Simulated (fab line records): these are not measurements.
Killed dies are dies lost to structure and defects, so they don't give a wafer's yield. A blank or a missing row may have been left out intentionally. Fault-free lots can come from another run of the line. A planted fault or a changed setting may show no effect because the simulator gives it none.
Chamber matching | flow n5_finfet | N5_BEOL_M0_SAQP_ETCH_106 on rie_diel-05 has 4 sister chambers
The step etches SOC in N2/H2, stops on SiNx, target depth 150 nm. 20 wafers are shown with their chamber, then 10 later ones without.

## WAFERS, EACH WITH ITS CHAMBER
wafer  | chamber | showerhead_plenum_p_Torr (Torr) | drypump_motor_current_A (A) | throttle_valve_pct (%)
L074.2 | 3       | 2.71                            | 5.7                         | 17.82
L074.3 | 2       | 2.63                            | 5.7                         | 18.01
L074.5 | 0       | 2.58                            | 5.2                         | 18.10
L076.2 | 1       | 2.65                            | 5.8                         | 17.84
L076.4 | 2       | 2.63                            | 5.7                         | 18.01
L076.5 | 3       | 2.71                            | 5.7                         | 17.83
L081.1 | 2       | 2.62                            | 5.7                         | 18.02
L081.2 | 1       | 2.65                            | 5.8                         | 17.85
L081.5 | 3       | 2.71                            | 5.8                         | 17.83
L085.3 | 2       | 2.62                            | 5.7                         | 18.06
L085.4 | 0       | 2.57                            | 5.2                         | 18.13
L085.6 | 2       | 2.62                            | 5.7                         | 18.05
L087.3 | 1       | 2.64                            | 5.8                         | 17.88
L087.5 | 0       | 2.57                            | 5.3                         | 18.13
L087.6 | 1       | 2.64                            | 5.8                         | 17.88
L090.1 | 1       | 2.64                            | 5.8                         | 17.88
L090.2 | 3       | 2.70                            | 5.7                         | 17.87
L090.4 | 2       | 2.62                            | 5.7                         | 18.05
L091.1 | 0       | 2.56                            | 5.3                         | 18.14
L091.2 | 2       | 2.62                            | 5.7                         | 18.05

SIGNATURES, as means of the wafers listed above
reading                  | chamber 0 | chamber 1 | chamber 2 | chamber 3 | scatter within a chamber
showerhead_plenum_p_Torr | 2.5700    | 2.6440    | 2.6229    | 2.7075    | 0.0058
drypump_motor_current_A  | 5.250     | 5.800     | 5.700     | 5.725     | 0.0331
throttle_valve_pct       | 18.1250   | 17.8660   | 18.0357   | 17.8375   | 0.0204
Rule: distance of a wafer from a chamber = root of the sum over the readings of ((wafer's reading minus chamber's mean) / reading's scatter) squared. If the next closest chamber is less than 2 further off than the closest, the wafer can't be placed; otherwise it belongs to the closest. How the scatter is found: for the shown wafers, subtract from each reading the mean of its chamber, square and add these, divide the total by (wafers less chambers), then take the root.

## WAFERS MISSING THEIR CHAMBER
wafer  | showerhead_plenum_p_Torr (Torr) | drypump_motor_current_A (A) | throttle_valve_pct (%)
L091.4 | 2.64                            | 5.8                         | 17.89
L093.1 | 2.62                            | 5.7                         | 18.06
L093.3 | 2.56                            | 5.2                         | 18.16
L093.6 | 2.62                            | 5.7                         | 18.05
L095.1 | 2.70                            | 5.7                         | 17.88
L095.2 | 2.64                            | 5.8                         | 17.90
L095.5 | 2.56                            | 5.2                         | 18.15
L097.2 | 2.56                            | 5.2                         | 18.15
L097.5 | 2.64                            | 5.8                         | 17.91
L097.6 | 2.56                            | 5.2                         | 18.16

## WHICH CHAMBER EACH WENT THROUGH
wafer  | from the rows above | in truth
L091.4 | 1                   | 1
L093.1 | 2                   | 2
L093.3 | 0                   | 0
L093.6 | 2                   | 2
L095.1 | 3                   | 3
L095.2 | 1                   | 1
L095.5 | 0                   | 0
L097.2 | 0                   | 0
L097.5 | 1                   | 1
L097.6 | 0                   | 0
10 of 10 placed correctly. Number that these rows cannot place: 0. Number placed wrongly: 0.
